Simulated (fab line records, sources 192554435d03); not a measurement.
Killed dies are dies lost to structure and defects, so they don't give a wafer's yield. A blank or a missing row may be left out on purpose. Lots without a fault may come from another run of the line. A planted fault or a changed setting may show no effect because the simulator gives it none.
One fault seen from 3 desks | flow n5_finfet | each desk has only its own numbers; what lay behind them comes last

THE METROLOGY DESK
What the gauges read, lot by lot, whatever tool the lot ran on: means of the sampled wafers that have a number. A lot is out of limits, marked OUT, if its mean lies more than 4 standard deviations from the usual mean; the brackets give that distance. Of its 10 readings 7 are shown: those that lie furthest out on some lot.
Columns: A = DIBL_P at N5_BEOL_M4_RC_MEAS_101, usual 37 mV/V; B = IOFF_N at N5_BEOL_M4_RC_MEAS_101, usual 0.18 nA/um; C = IOFF_P at N5_BEOL_M4_RC_MEAS_101, usual 0.21 nA/um; D = ION_N at N5_BEOL_M4_RC_MEAS_101, usual 674 uA/um; E = ION_P at N5_BEOL_M4_RC_MEAS_101, usual 459 uA/um; F = VT_N at N5_BEOL_M4_RC_MEAS_101, usual 250 mV; G = VT_P at N5_BEOL_M4_RC_MEAS_101, usual -251 mV
lot  | first seen here | A  | B    | C    | D   | E   | F   | G
L806 | day 9 08:13     | 35 | 0.14 | 0.21 | 667 | 460 | 253 | -250
L812 | day 10 16:30    | 35 | 0.15 | 0.19 | 663 | 452 | 251 | -253
L822 | day 12 16:43    | 41 | 0.25 | 0.32 | 693 | 473 | 244 | -244
L821 | day 12 18:27    | 36 | 0.16 | 0.22 | 679 | 466 | 249 | -248
L823 | day 12 21:37    | 40 | 0.21 | 0.24 | 680 | 462 | 248 | -249
L826 | day 13 21:56    | 37 | 0.17 | 0.18 | 671 | 450 | 249 | -256
This desk's finding: nothing out of limits on any of the 6 lots.

THE DEFECT DESK
What the inspections along the route counted, lot by lot: means of the sampled wafers that have a number. A lot is out of limits, marked OUT, if its mean lies more than 4 standard deviations from the usual mean; the brackets give that distance.
Columns: A = raw_defect_count at N5_FIN_CUT_INSPECT_17, usual 237
lot  | first seen here | A
L806 | day 2 16:47     | 269
L812 | day 4 04:46     | 210
L821 | day 6 12:32     | 196
L822 | day 6 17:14     | 257
L823 | day 7 00:25     | 255
L826 | day 7 17:56     | 208
This desk's finding: nothing out of limits on any of the 6 lots.

THE TOOL OWNER'S DESK: ald_sin-04
The tool's own readings at N5_STI_FIN_REVEAL_ALD_00 (deposits SiO2, target thk 1 nm, pulse time 1 s): means of the sampled wafers that have a number, for each lot that ran on this tool. A lot is out of limits, marked OUT, if its mean lies more than 4 standard deviations from the usual mean; the brackets give that distance.
Columns: A = heater_power_w at N5_STI_FIN_REVEAL_ALD_00, usual 474 W; B = precursor_pulse_height_rel at N5_STI_FIN_REVEAL_ALD_00, usual 1.001
lot  | first seen here | A   | B
L806 | day 2 18:20     | 460 | 1.000
L821 | day 6 12:35     | 457 | 1.006
L822 | day 6 17:16     | 488 | 1.014
This desk's finding: nothing out of limits on any of the 3 lots.

PUT TOGETHER
The metrology desk saw nothing out of limits.
The defect desk saw nothing out of limits.
The tool owner's desk saw nothing out of limits.

WHAT THE SIMULATOR HAD PUT IN
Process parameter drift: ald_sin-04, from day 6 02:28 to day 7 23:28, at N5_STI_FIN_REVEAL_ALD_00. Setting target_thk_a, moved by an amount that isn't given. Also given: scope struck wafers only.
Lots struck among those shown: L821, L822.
